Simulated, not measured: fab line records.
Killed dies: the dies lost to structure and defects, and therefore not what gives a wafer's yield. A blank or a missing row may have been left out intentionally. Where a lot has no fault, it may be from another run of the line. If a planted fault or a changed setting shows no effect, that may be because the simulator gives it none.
Which of the tools did it? :: flow nand harc :: Sampling: 24 lots, 72 wafers, 4 of 1159 route steps

== WHAT EACH GAUGE READ, for each wafer ==
NHARC_A_BONDPAD_CD_MEAS_13.
lot: L075
measured: day 18 05:46
on: cd sem-01
cd nm (nm): 497.6 497.4 500.8

lot: L076
measured: day 18 06:16
on: cd sem-02
cd nm (nm): 499.4 500.2 498.9

lot: L078
measured: day 18 06:49
on: cd sem-03
cd nm (nm): 500.8 497.3 498.7

lot: L074
measured: day 18 08:44
on: cd sem-02
cd nm (nm): 498.2 500.6 499.1

lot: L079
measured: day 19 01:10
on: cd sem-02
cd nm (nm): 499.0 502.1 499.7

lot: L077
measured: day 19 04:33
on: cd sem-01
cd nm (nm): 499.2 497.3 497.3

lot: L080
measured: day 19 15:55
on: cd sem-01
cd nm (nm): 499.3 498.7 499.7

lot: L081
measured: day 19 23:43
on: cd sem-02
cd nm (nm): 497.8 500.7 497.3

lot: L082
measured: day 20 03:55
on: cd sem-03
cd nm (nm): 493.8 497.7 492.6

lot: L084
measured: day 20 05:08
on: cd sem-03
cd nm (nm): 500.6 500.9 498.4

lot: L083
measured: day 20 05:35
on: cd sem-02
cd nm (nm): 497.1 497.2 495.9

lot: L085
measured: day 20 17:41
on: cd sem-03
cd nm (nm): 496.8 500.1 497.4

lot: L086
measured: day 20 20:41
on: cd sem-01
cd nm (nm): 500.5 502.2 501.6

lot: L087
measured: day 20 22:39
on: cd sem-01
cd nm (nm): 501.1 498.8 496.5

lot: L089
measured: day 21 06:23
on: cd sem-01
cd nm (nm): 499.3 497.4 496.3

lot: L088
measured: day 21 08:47
on: cd sem-01
cd nm (nm): 500.8 502.1 500.5

lot: L091
measured: day 21 23:57
on: cd sem-03
cd nm (nm): 494.8 496.4 500.0

lot: L090
measured: day 22 03:02
on: cd sem-02
cd nm (nm): 496.5 493.4 500.0

lot: L092
measured: day 22 03:50
on: cd sem-01
cd nm (nm): 499.1 495.3 498.3

lot: L095
measured: day 22 17:22
on: cd sem-02
cd nm (nm): 501.4 500.0 497.5

lot: L093
measured: day 22 17:55
on: cd sem-03
cd nm (nm): 500.9 499.7 498.0

lot: L094
measured: day 22 23:28
on: cd sem-03
cd nm (nm): 502.5 499.7 501.4

lot: L096
measured: day 23 09:11
on: cd sem-01
cd nm (nm): 500.8 496.2 496.5

lot: L097
measured: day 23 09:38
on: cd sem-03
cd nm (nm): 505.0 499.7 501.7

NHARC_HYBRID_BOND_OVL_MEAS_05.
lot: L075
measured: day 18 20:52
on: overlay-01
overlay x nm (nm): -15 -80 34
overlay y nm (nm): -32 -16 93

lot: L076
measured: day 18 20:50
on: overlay-02
overlay x nm (nm): -16 -41 -30
overlay y nm (nm): 48 48 29

lot: L078
measured: day 18 20:51
on: overlay-01
overlay x nm (nm): 18 8 5
overlay y nm (nm): -20 10 -28

lot: L074
measured: day 18 20:51
on: overlay-02
overlay x nm (nm): -36 -13 27
overlay y nm (nm): -57 29 -82

lot: L079
measured: day 19 13:53
on: overlay-02
overlay x nm (nm): -4 20 -12
overlay y nm (nm): 7 -4 25

lot: L077
measured: day 19 13:53
on: overlay-01
overlay x nm (nm): -2 4 41
overlay y nm (nm): -14 -41 -26

lot: L080
measured: day 20 03:55
on: overlay-02
overlay x nm (nm): 22 -1 40
overlay y nm (nm): -7 -16 -38

lot: L081
measured: day 20 15:22
on: overlay-01
overlay x nm (nm): -40 -70 66
overlay y nm (nm): 58 18 -1

lot: L082
measured: day 20 15:21
on: overlay-02
overlay x nm (nm): 61 5 16
overlay y nm (nm): -16 -8 12

lot: L084
measured: day 20 15:22
on: overlay-01
overlay x nm (nm): -1 -1 43
overlay y nm (nm): 8 -6 50

lot: L083
measured: day 20 15:22
on: overlay-02
overlay x nm (nm): 8 24 -16
overlay y nm (nm): -4 -80 -18

lot: L085
measured: day 21 08:41
on: overlay-02
overlay x nm (nm): -49 -9 3
overlay y nm (nm): 70 -14 38

lot: L086
measured: day 21 08:41
on: overlay-01
overlay x nm (nm): 68 8 62
overlay y nm (nm): 65 83 62

lot: L087
measured: day 21 08:42
on: overlay-02
overlay x nm (nm): 26 -2 -67
overlay y nm (nm): 47 0 -53

lot: L089
measured: day 21 19:30
on: overlay-02
overlay x nm (nm): -10 -23 -15
overlay y nm (nm): -3 -23 43

lot: L088
measured: day 21 19:30
on: overlay-01
overlay x nm (nm): -30 -57 25
overlay y nm (nm): 26 17 -29

lot: L091
measured: day 22 12:17
on: overlay-02
overlay x nm (nm): 22 -46 34
overlay y nm (nm): -2 -28 1

lot: L090
measured: day 22 12:18
on: overlay-01
overlay x nm (nm): 31 -3 24
overlay y nm (nm): -53 -17 -21

lot: L092
measured: day 22 16:39
on: overlay-01
overlay x nm (nm): 20 10 14
overlay y nm (nm): 30 0 79

lot: L095
measured: day 23 09:37
on: overlay-01
overlay x nm (nm): 24 12 44
overlay y nm (nm): 10 -18 -36

lot: L093
measured: day 23 09:38
on: overlay-02
overlay x nm (nm): 26 -9 -47
overlay y nm (nm): 26 35 -21

lot: L094
measured: day 23 09:38
on: overlay-01
overlay x nm (nm): -21 -41 -13
overlay y nm (nm): -1 18 -12

lot: L096
measured: day 23 22:42
on: overlay-01
overlay x nm (nm): 51 -27 4
overlay y nm (nm): 4 22 25

lot: L097
measured: day 23 22:41
on: overlay-02
overlay x nm (nm): -31 16 -22
overlay y nm (nm): -10 22 27

== WHICH TOOL RAN EACH LOT (tool, then ch and the chambers of the sampled wafers, then the start) ==
lot: L075
NHARC_A_BONDPAD_STRIP_15: rie diel-06 ch 0,1,3, day 18 05:51
NHARC_HYBRID_BOND_ACTIVATE_00: rie diel-04 ch 0,1,2, day 18 08:05

lot: L076
NHARC_A_BONDPAD_STRIP_15: rie diel-11 ch 0,1,2, day 18 06:21
NHARC_HYBRID_BOND_ACTIVATE_00: rie diel-04 ch 0,2,3, day 18 08:55

lot: L078
NHARC_A_BONDPAD_STRIP_15: rie diel-13 ch 0,1,2, day 18 06:55
NHARC_HYBRID_BOND_ACTIVATE_00: rie diel-04 ch 0,1,3, day 18 09:08

lot: L074
NHARC_A_BONDPAD_STRIP_15: rie diel-13 ch 1,2,3, day 18 08:50
NHARC_HYBRID_BOND_ACTIVATE_00: rie diel-04 ch 0,3, day 18 11:07

lot: L079
NHARC_A_BONDPAD_STRIP_15: rie diel-13 ch 0,1,2, day 19 01:17
NHARC_HYBRID_BOND_ACTIVATE_00: rie diel-04 ch 1,2,3, day 19 03:31

lot: L077
NHARC_A_BONDPAD_STRIP_15: rie diel-13 ch 0,1, day 19 04:38
NHARC_HYBRID_BOND_ACTIVATE_00: rie diel-10 ch 0,1,3, day 19 06:54

lot: L080
NHARC_A_BONDPAD_STRIP_15: rie diel-13 ch 0,1,3, day 19 15:59
NHARC_HYBRID_BOND_ACTIVATE_00: rie diel-04 ch 1,2,3, day 19 18:16

lot: L081
NHARC_A_BONDPAD_STRIP_15: rie diel-06 ch 1,2,3, day 19 23:48
NHARC_HYBRID_BOND_ACTIVATE_00: rie diel-04 ch 0,1, day 20 02:04

lot: L082
NHARC_A_BONDPAD_STRIP_15: rie diel-06 ch 0,2, day 20 04:00
NHARC_HYBRID_BOND_ACTIVATE_00: rie diel-04 ch 1,2,3, day 20 06:14

lot: L084
NHARC_A_BONDPAD_STRIP_15: rie diel-06 ch 1,2,3, day 20 05:17
NHARC_HYBRID_BOND_ACTIVATE_00: rie diel-10 ch 0,2,3, day 20 07:32

lot: L083
NHARC_A_BONDPAD_STRIP_15: rie diel-06 ch 1,2, day 20 05:40
NHARC_HYBRID_BOND_ACTIVATE_00: rie diel-04 ch 0,2, day 20 08:00

lot: L085
NHARC_A_BONDPAD_STRIP_15: rie diel-06 ch 0,3, day 20 17:46
NHARC_HYBRID_BOND_ACTIVATE_00: rie diel-09 ch 2,3, day 20 20:08

lot: L086
NHARC_A_BONDPAD_STRIP_15: rie diel-06 ch 0,2, day 20 20:46
NHARC_HYBRID_BOND_ACTIVATE_00: rie diel-10 ch 0,1,3, day 20 23:18

lot: L087
NHARC_A_BONDPAD_STRIP_15: rie diel-13 ch 1,2,3, day 20 22:43
NHARC_HYBRID_BOND_ACTIVATE_00: rie diel-04 ch 0,1,3, day 21 00:56

lot: L089
NHARC_A_BONDPAD_STRIP_15: rie diel-06 ch 0,2,3, day 21 06:30
NHARC_HYBRID_BOND_ACTIVATE_00: rie diel-04 ch 1,2, day 21 08:43

lot: L088
NHARC_A_BONDPAD_STRIP_15: rie diel-13 ch 0,1,2, day 21 08:53
NHARC_HYBRID_BOND_ACTIVATE_00: rie diel-04 ch 1,3, day 21 11:08

lot: L091
NHARC_A_BONDPAD_STRIP_15: rie diel-13 ch 1,2,3, day 22 00:01
NHARC_HYBRID_BOND_ACTIVATE_00: rie diel-04 ch 0,1,3, day 22 02:34

lot: L090
NHARC_A_BONDPAD_STRIP_15: rie diel-06 ch 0,1,3, day 22 03:13
NHARC_HYBRID_BOND_ACTIVATE_00: rie diel-09 ch 1,2, day 22 05:34

lot: L092
NHARC_A_BONDPAD_STRIP_15: rie diel-13 ch 0,2,3, day 22 03:54
NHARC_HYBRID_BOND_ACTIVATE_00: rie diel-10 ch 0,2, day 22 06:10

lot: L095
NHARC_A_BONDPAD_STRIP_15: rie diel-13 ch 0,3, day 22 17:26
NHARC_HYBRID_BOND_ACTIVATE_00: rie diel-10 ch 0,2, day 22 19:58

lot: L093
NHARC_A_BONDPAD_STRIP_15: rie diel-13 ch 0,3, day 22 17:59
NHARC_HYBRID_BOND_ACTIVATE_00: rie diel-04 ch 0,1,2, day 22 20:46

lot: L094
NHARC_A_BONDPAD_STRIP_15: rie diel-13 ch 0,1,3, day 22 23:34
NHARC_HYBRID_BOND_ACTIVATE_00: rie diel-04 ch 0,1,3, day 23 01:46

lot: L096
NHARC_A_BONDPAD_STRIP_15: rie diel-13 ch 1,2,3, day 23 09:19
NHARC_HYBRID_BOND_ACTIVATE_00: rie diel-04 ch 2,3, day 23 11:30

lot: L097
NHARC_A_BONDPAD_STRIP_15: rie diel-13 ch 1,2,3, day 23 09:43
NHARC_HYBRID_BOND_ACTIVATE_00: rie diel-10 ch 1,2,3, day 23 11:59
- NHARC_A_BONDPAD_STRIP_15: strips in O2.
- NHARC_HYBRID_BOND_ACTIVATE_00: chemistry N2, time 60 s.

== AS READ BY THE TOOLS THEMSELVES (means over the sampled wafers that have a number; for cases with no such wafer, the mark the record gives instead) ==
NHARC_A_BONDPAD_STRIP_15.
lot: L075
tool: rie diel-06
drypump motor current A (A): 5.8
oes product au (a.u.): 0.993
rf vpp V (V): 57.6
showerhead plenum p Torr (Torr): 3.43
throttle valve pct (%): 17.042

lot: L076
tool: rie diel-11
drypump motor current A (A): 6.1
oes product au (a.u.): 0.988
rf vpp V (V): 58.2
showerhead plenum p Torr (Torr): 3.62
throttle valve pct (%): 17.032

lot: L078
tool: rie diel-13
drypump motor current A (A): 5.9
oes product au (a.u.): 0.992
rf vpp V (V): 58.4
showerhead plenum p Torr (Torr): 3.56
throttle valve pct (%): 17.032

lot: L074
tool: rie diel-13
drypump motor current A (A): 6.1
oes product au (a.u.): 0.985
rf vpp V (V): 57.6
showerhead plenum p Torr (Torr): 3.57
throttle valve pct (%): 17.040

lot: L079
tool: rie diel-13
drypump motor current A (A): 5.9
oes product au (a.u.): 0.992
rf vpp V (V): 58.4
showerhead plenum p Torr (Torr): 3.56
throttle valve pct (%): 17.040

lot: L077
tool: rie diel-13
drypump motor current A (A): 6.2
oes product au (a.u.): 0.999
rf vpp V (V): 58.4
showerhead plenum p Torr (Torr): 3.49
throttle valve pct (%): 17.034

lot: L080
tool: rie diel-13
drypump motor current A (A): 6.1
oes product au (a.u.): 1.003
rf vpp V (V): 56.7
showerhead plenum p Torr (Torr): 3.44
throttle valve pct (%): 17.039

lot: L081
tool: rie diel-06
drypump motor current A (A): 5.7
oes product au (a.u.): 1.004
rf vpp V (V): 57.8
showerhead plenum p Torr (Torr): 3.58
throttle valve pct (%): 17.033

lot: L082
tool: rie diel-06
drypump motor current A (A): 5.4
oes product au (a.u.): 1.011
rf vpp V (V): 57.8
showerhead plenum p Torr (Torr): 3.78
throttle valve pct (%): 17.042

lot: L084
tool: rie diel-06
drypump motor current A (A): 5.7
oes product au (a.u.): 0.999
rf vpp V (V): 58.1
showerhead plenum p Torr (Torr): 3.58
throttle valve pct (%): 17.046

lot: L083
tool: rie diel-06
drypump motor current A (A): 5.4
oes product au (a.u.): 1.009
rf vpp V (V): 58.5
showerhead plenum p Torr (Torr): 3.60
throttle valve pct (%): 17.032

lot: L085
tool: rie diel-06
drypump motor current A (A): 5.8
oes product au (a.u.): 1.007
rf vpp V (V): 58.9
showerhead plenum p Torr (Torr): 3.69
throttle valve pct (%): 17.032

lot: L086
tool: rie diel-06
drypump motor current A (A): 5.4
oes product au (a.u.): 1.008
rf vpp V (V): 57.6
showerhead plenum p Torr (Torr): 3.75
throttle valve pct (%): 17.047

lot: L087
tool: rie diel-13
drypump motor current A (A): 6.1
oes product au (a.u.): 1.002
rf vpp V (V): 57.2
showerhead plenum p Torr (Torr): 3.57
throttle valve pct (%): 17.044

lot: L089
tool: rie diel-06
drypump motor current A (A): 5.7
oes product au (a.u.): 1.001
rf vpp V (V): 58.4
showerhead plenum p Torr (Torr): 3.67
throttle valve pct (%): 17.031

lot: L088
tool: rie diel-13
drypump motor current A (A): 5.9
oes product au (a.u.): 0.995
rf vpp V (V): 58.2
showerhead plenum p Torr (Torr): 3.56
throttle valve pct (%): 17.036

lot: L091
tool: rie diel-13
drypump motor current A (A): 6.1
oes product au (a.u.): 1.005
rf vpp V (V): 58.0
showerhead plenum p Torr (Torr): 3.57
throttle valve pct (%): 17.035

lot: L090
tool: rie diel-06
drypump motor current A (A): 5.8
oes product au (a.u.): 0.993
rf vpp V (V): 57.4
showerhead plenum p Torr (Torr): 3.60
throttle valve pct (%): 17.040

lot: L092
tool: rie diel-13
drypump motor current A (A): 5.8
oes product au (a.u.): 0.993
rf vpp V (V): 57.2
showerhead plenum p Torr (Torr): 3.51
throttle valve pct (%): 17.037

lot: L095
tool: rie diel-13
drypump motor current A (A): 5.9
oes product au (a.u.): 0.998
rf vpp V (V): 57.5
showerhead plenum p Torr (Torr): 3.40
throttle valve pct (%): 17.037

lot: L093
tool: rie diel-13
drypump motor current A (A): 5.8
oes product au (a.u.): 0.987
rf vpp V (V): 56.7
showerhead plenum p Torr (Torr): 3.39
throttle valve pct (%): 17.035

lot: L094
tool: rie diel-13
drypump motor current A (A): 6.1
oes product au (a.u.): 0.998
rf vpp V (V): 56.7
showerhead plenum p Torr (Torr): 3.44
throttle valve pct (%): 17.032

lot: L096
tool: rie diel-13
drypump motor current A (A): 6.1
oes product au (a.u.): 0.996
rf vpp V (V): 58.3
showerhead plenum p Torr (Torr): 3.57
throttle valve pct (%): 17.036

lot: L097
tool: rie diel-13
drypump motor current A (A): 6.1
oes product au (a.u.): 0.988
rf vpp V (V): 57.8
showerhead plenum p Torr (Torr): 3.57
throttle valve pct (%): 17.027

NHARC_HYBRID_BOND_ACTIVATE_00.
lot: L075
tool: rie diel-04
drypump motor current A (A): 5.9
oes product au (a.u.): 0.989
rf vpp V (V): 64.4
showerhead plenum p Torr (Torr): 1.80

lot: L076
tool: rie diel-04
drypump motor current A (A): 5.9
oes product au (a.u.): 0.989
rf vpp V (V): 63.8
showerhead plenum p Torr (Torr): 1.73

lot: L078
tool: rie diel-04
drypump motor current A (A): 5.8
oes product au (a.u.): 0.992
rf vpp V (V): 64.3
showerhead plenum p Torr (Torr): 1.79

lot: L074
tool: rie diel-04
drypump motor current A (A): 5.8
oes product au (a.u.): 0.998
rf vpp V (V): 64.5
showerhead plenum p Torr (Torr): 1.72

lot: L079
tool: rie diel-04
drypump motor current A (A): 5.7
oes product au (a.u.): 0.998
rf vpp V (V): 64.0
showerhead plenum p Torr (Torr): 1.72

lot: L077
tool: rie diel-10
drypump motor current A (A): 5.5
oes product au (a.u.): 1.010
rf vpp V (V): 64.1
showerhead plenum p Torr (Torr): 1.82

lot: L080
tool: rie diel-04
drypump motor current A (A): 5.7
oes product au (a.u.): 1.000
rf vpp V (V): 64.0
showerhead plenum p Torr (Torr): 1.72

lot: L081
tool: rie diel-04
drypump motor current A (A): 5.8
oes product au (a.u.): 0.990
rf vpp V (V): 64.3
showerhead plenum p Torr (Torr): 1.84

lot: L082
tool: rie diel-04
drypump motor current A (A): 5.7
oes product au (a.u.): 1.003
rf vpp V (V): 64.5
showerhead plenum p Torr (Torr): 1.72

lot: L084
tool: rie diel-10
drypump motor current A (A): 5.5
oes product au (a.u.): 1.006
rf vpp V (V): 63.4
showerhead plenum p Torr (Torr): 1.79

lot: L083
tool: rie diel-04
drypump motor current A (A): 6.2
oes product au (a.u.): 0.998
rf vpp V (V): 64.2
showerhead plenum p Torr (Torr): 1.79

lot: L085
tool: rie diel-09
drypump motor current A (A): 5.6
oes product au (a.u.): 1.003
rf vpp V (V): 64.6
showerhead plenum p Torr (Torr): 1.68

lot: L086
tool: rie diel-10
drypump motor current A (A): 5.5
oes product au (a.u.): 1.004
rf vpp V (V): 63.8
showerhead plenum p Torr (Torr): 1.82

lot: L087
tool: rie diel-04
drypump motor current A (A): 5.7
oes product au (a.u.): 1.003
rf vpp V (V): 64.9
showerhead plenum p Torr (Torr): 1.78

lot: L089
tool: rie diel-04
drypump motor current A (A): 5.8
oes product au (a.u.): 1.007
rf vpp V (V): 64.1
showerhead plenum p Torr (Torr): 1.73

lot: L088
tool: rie diel-04
drypump motor current A (A): 5.5
oes product au (a.u.): 0.997
rf vpp V (V): 64.3
showerhead plenum p Torr (Torr): 1.71

lot: L091
tool: rie diel-04
drypump motor current A (A): 5.7
oes product au (a.u.): 0.997
rf vpp V (V): 63.5
showerhead plenum p Torr (Torr): 1.78

lot: L090
tool: rie diel-09
drypump motor current A (A): 5.0
oes product au (a.u.): 0.997
rf vpp V (V): 64.3
showerhead plenum p Torr (Torr): 1.79

lot: L092
tool: rie diel-10
drypump motor current A (A): 5.3
oes product au (a.u.): 1.009
rf vpp V (V): 64.0
showerhead plenum p Torr (Torr): 1.72

lot: L095
tool: rie diel-10
drypump motor current A (A): 5.3
oes product au (a.u.): 1.014
rf vpp V (V): 64.4
showerhead plenum p Torr (Torr): 1.73

lot: L093
tool: rie diel-04
drypump motor current A (A): 5.9
oes product au (a.u.): 1.008
rf vpp V (V): 64.4
showerhead plenum p Torr (Torr): 1.79

lot: L094
tool: rie diel-04
drypump motor current A (A): 5.7
oes product au (a.u.): 1.000
rf vpp V (V): 64.7
showerhead plenum p Torr (Torr): 1.78

lot: L096
tool: rie diel-04
drypump motor current A (A): 5.8
oes product au (a.u.): 1.009
rf vpp V (V): 63.6
showerhead plenum p Torr (Torr): 1.67

lot: L097
tool: rie diel-10
drypump motor current A (A): 5.5
oes product au (a.u.): 0.999
rf vpp V (V): 64.0
showerhead plenum p Torr (Torr): 1.80

== THE ANSWER, worked out from the rows above alone ==
Rule: the usual values come from the lots themselves. Put in order of their means at a reading, lots are off if they are a third of the lots or fewer, leave a main group of 4 or more, and stand apart from it by a gap of 3 or more times the standard deviation of the main group's means; of several such gaps the widest counts. A main group is skipped when, at the precision printed for the reading in the tables above, its means are all equal. Also off: a lot with no number at a reading for which 4 or more lots have one. The other lots that the step has rows for count as sound. The gauges are gone through in route order, then the tools' own readings, and for those a lot's mean is taken as printed above. The first step at which some lot is off is used, and at that step the reading that is off furthest; a lot without a number counts as furthest.
None of the lots is off at any reading shown; this tells nothing.

== WHAT WAS PUT IN BY THE SIMULATOR ==
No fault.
